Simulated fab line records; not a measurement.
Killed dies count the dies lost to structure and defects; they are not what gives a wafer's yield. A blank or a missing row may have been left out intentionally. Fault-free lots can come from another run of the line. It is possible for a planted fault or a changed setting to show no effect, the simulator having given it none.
Comparing a struck lot with a sound one / flow nand-harc / 15 steps out of a route of 1302
Sound: the wafers L818.2, L818.3, L818.4. Struck: wafers L828.1, L828.3. (L828.5 of the same lot was not struck and is left out.) The cause comes at the end.
Each step with rows lists, per side, the tool, then ch with its chambers, then its first start. Under that, the readings that differ: sound wafers / struck wafers / difference of the means / sigmas: that difference in standard deviations of wafers without a fault.
alike: readings whose means differ by less than 2 such deviations, and words and numbers that are the same on both sides. not compared: withheld readings, readings that some wafer has no value for, bounds like >300 that may hide the same value, and numbers for which the record gives no deviation and whose values overlap.
The two part at a step that has a row with sigmas, a row that says differs or no value, or rows on one side only. Numbers that don't overlap but have no deviation are shown without sigmas and don't part them. A reading missing from all wafers of one side parts the sides only when that side holds two or more wafers.

first, 8 steps without rows for these wafers: NHARC_THIN_TSV_DEHYDRATE_25 (time 120 s); NHARC_THIN_TSV_HMDS_26 (time 30 s); NHARC_THIN_TSV_COAT_27; NHARC_THIN_TSV_SOFTBAKE_28 (time 95 s); NHARC_THIN_TSV_EBR_29; NHARC_THIN_TSV_EXPOSE_30 (exposes mask PAD); NHARC_THIN_TSV_PEB_31 (peb time 85 s); NHARC_THIN_TSV_DEVELOP_32 (time 70 s).
NHARC_THIN_TSV_CD_MEAS_33: target cd 5000 nm.
  sound on cd-sem-03 ch 0, day 28 01:25; struck on cd-sem-02 ch 0, day 32 22:43
  alike: cd-nm
then, 1 step without rows for these wafers: NHARC_THIN_TSV_HARDBAKE_34 (time 80 s).
NHARC_THIN_TSV_DESCUM_35: chemistry O2, time 3 s.
  sound on rie-diel-03 ch 0,1,3, day 28 01:34; struck on rie-diel-03 ch 1,3, day 32 22:53
reading=rf-hours-counter-h (h); sound=0.1 0.1 0.1; struck=7.0 6.9; difference=+6.9; sigmas=
  alike: drypump-motor-current-A, oes-product-au, rf-vpp-V, showerhead-plenum-p-Torr, throttle-valve-pct
NHARC_THIN_TSV_ETCH_59: etches the open film in Cl2/BCl3, target depth 880 nm, time 138.1 s.
  sound on rie-metal-03 ch 0,1, day 28 01:44; struck on rie-metal-02 ch 0, day 32 23:01
reading=run-length-s (s); sound=159.5 159.7 159.6; struck=158.6 158.4; difference=-1.1; sigmas=-3
  alike: drypump-motor-current-A, oes-product-au, throttle-valve-pct
  not compared: rf-hours-counter-h
NHARC_THIN_TSV_ETCH_36: etches the open film in Cl2/BCl3, target depth 65 nm, time 18.571 s.
  sound on rie-metal-03 ch 0,1, day 28 01:57; struck on rie-metal-02 ch 0, day 32 23:17
reading=drypump-motor-current-A (A); sound=5.2 5.3 5.2; struck=6.4 6.4; difference=+1.2; sigmas=+2
reading=oes-product-au (a.u.); sound=0.986 0.982 0.985; struck=1.004 1.001; difference=+0.018; sigmas=+2
reading=run-length-s (s); sound=39.7 40.3 39.4; struck=33.8 34.3; difference=-5.8; sigmas=-14
  not compared: rf-hours-counter-h
NHARC_THIN_TSV_STRIP_56: strips in O2.
  sound on plasma-asher-01 ch 0,1, day 28 02:27; struck on plasma-asher-02 ch 0,1, day 32 23:25
reading=heater-power-w (W); sound=340 347 342; struck=262 271; difference=-76; sigmas=-2
  alike: drypump-motor-current-A
  not compared: rf-hours-counter-h
after that, 1 step had no rows for these wafers: NHARC_END_SORT_01.

== WHERE THEY PART ==
At NHARC_THIN_TSV_ETCH_59 first; at NHARC_THIN_TSV_STRIP_56 last (within this record only).

WHY: whatever the simulator had introduced
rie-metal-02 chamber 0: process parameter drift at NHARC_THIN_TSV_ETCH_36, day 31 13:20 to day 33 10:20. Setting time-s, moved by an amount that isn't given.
